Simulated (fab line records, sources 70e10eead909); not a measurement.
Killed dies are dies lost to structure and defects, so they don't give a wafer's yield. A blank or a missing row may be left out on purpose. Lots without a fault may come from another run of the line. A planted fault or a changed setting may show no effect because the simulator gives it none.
Chamber matching | flow nand_harc | NHARC_A_ZERO_WELL_ETCH_19 on rie_diel-09: 4 sister chambers
The step etches the open film in N2/H2, target depth 80 nm, overetch 24 nm, time 87.88 s. 16 wafers are shown with their chamber, then 8 later ones without.

WAFERS WITH THEIR CHAMBER
wafer  | chamber | drypump_motor_current_A (A) | rf_vpp_V (V) | oes_product_au (a.u.)
L717.1 | 2       | 5.3                         | 434.5        | 0.995
L717.4 | 2       | 5.3                         | 434.4        | 0.999
L717.6 | 3       | 5.9                         | 432.1        | 0.980
L718.1 | 0       | 6.0                         | 430.9        | 1.004
L718.3 | 3       | 5.9                         | 432.6        | 0.986
L718.6 | 0       | 6.0                         | 430.2        | 1.009
L720.3 | 0       | 6.0                         | 430.1        | 0.996
L720.4 | 1       | 6.0                         | 432.6        | 1.007
L720.6 | 0       | 6.0                         | 431.3        | 1.000
L722.2 | 3       | 5.9                         | 432.4        | 0.995
L722.3 | 0       | 6.0                         | 431.3        | 1.016
L722.6 | 0       | 6.0                         | 431.9        | 1.002
L723.2 | 1       | 6.0                         | 431.4        | 1.010
L723.3 | 2       | 5.4                         | 431.8        | 1.000
L723.4 | 3       | 6.0                         | 434.1        | 0.998
L732.1 | 1       | 6.0                         | 432.7        | 0.991

SIGNATURES (means of the wafers above)
reading                 | chamber 0 | chamber 1 | chamber 2 | chamber 3 | scatter within a chamber
drypump_motor_current_A | 6.000     | 6.000     | 5.333     | 5.925     | 0.0344
rf_vpp_V                | 430.950   | 432.233   | 433.567   | 432.800   | 0.938
oes_product_au          | 1.00450   | 1.00267   | 0.99800   | 0.98975   | 0.00752
Rule: a wafer's distance from a chamber is the root of the sum, over the readings, of the square of ((its reading less the chamber's mean) divided by the reading's scatter). The wafer belongs to the nearest chamber; if the next one is less than 2 further off, it can't be placed. The scatter: the root of (the sum of the squares of (reading less its chamber's mean) over the shown wafers, divided by (wafers less chambers)).

WAFERS WITHOUT THEIR CHAMBER
wafer  | drypump_motor_current_A (A) | rf_vpp_V (V) | oes_product_au (a.u.)
L732.5 | 5.9                         | 431.6        | 0.991
L732.6 | 5.4                         | 434.2        | 0.997
L733.2 | 6.0                         | 429.9        | 1.003
L733.3 | 5.3                         | 434.1        | 1.001
L733.4 | 5.9                         | 433.6        | 1.005
L738.1 | 6.0                         | 432.1        | 0.999
L738.2 | 5.4                         | 434.3        | 1.007
L738.5 | 6.0                         | 432.7        | 0.974

WHICH CHAMBER EACH WENT THROUGH
wafer  | from the rows above          | in truth
L732.5 | can't be placed: 3 or 1      | 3
L732.6 | 2                            | 2
L733.2 | can't be placed: 0 or 1      | 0
L733.3 | 2                            | 2
L733.4 | can't be placed: 3 or 1 or 0 | 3
L738.1 | can't be placed: 1 or 0      | 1
L738.2 | 2                            | 2
L738.5 | can't be placed: 3 or 1 or 0 | 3
Placed correctly: 3 of 8. Can't be placed from these rows: 5 (the true chamber is among the candidates in 5). Placed wrongly: 0.
